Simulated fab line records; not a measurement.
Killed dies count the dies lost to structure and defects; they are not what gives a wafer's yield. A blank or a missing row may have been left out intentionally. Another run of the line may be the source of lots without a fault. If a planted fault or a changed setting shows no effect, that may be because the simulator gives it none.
Matching of chambers ; flow nand harc ; NHARC_A_WL_FILL_ALD_02 on ald metal-02 has 4 sister chambers
The step deposits TiN, target thk 2 nm, pulse time 3 s, ald cycles 100. 8 wafers are shown with their chamber, then 9 later ones without.

== WAFERS PAIRED WITH THEIR CHAMBERS ==
wafer;chamber;heater power w (W);precursor pulse height rel
L080.1;1;1123;1.008
L080.6;3;1040;0.994
L082.5;2;996;1.009
L085.2;1;1107;0.979
L085.6;2;1008;1.003
L086.2;3;1051;1.025
L086.3;0;1028;1.021
L086.5;0;1018;0.986

== WAFERS WITHOUT THEIR CHAMBER ==
wafer;heater power w (W);precursor pulse height rel
L089.2;1065;1.020
L089.3;988;0.971
L089.5;1030;0.998
L093.1;1119;1.004
L093.2;968;1.024
L093.4;973;0.976
L095.2;1114;1.012
L095.3;1094;1.004
L095.6;994;1.029

== EACH ONE'S CHAMBER ==
wafer;from the rows above;in truth
L089.2;3;3
L089.3;can't be placed: 2 or 0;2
L089.5;can't be placed: 0 or 3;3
L093.1;1;1
L093.2;2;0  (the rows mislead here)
L093.4;2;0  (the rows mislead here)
L095.2;1;1
L095.3;1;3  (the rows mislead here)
L095.6;2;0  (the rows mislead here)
Correctly placed: 3 of 9. These rows do not allow placing 2 (true chamber among the candidates in 2). Placed wrongly: 4.
How it was worked out, from the rows above alone: a wafer's distance from a chamber is the root of the sum, over the readings, of the square of ((its reading less the chamber's mean) divided by the reading's scatter). If the next closest chamber is less than 2 further off than the closest, the wafer can't be placed; otherwise it belongs to the closest. Each chamber's mean is taken over the wafers shown for it. The scatter: take each reading less its chamber's mean, square it, sum over the shown wafers, divide by the number of wafers less the number of chambers, and take the root.
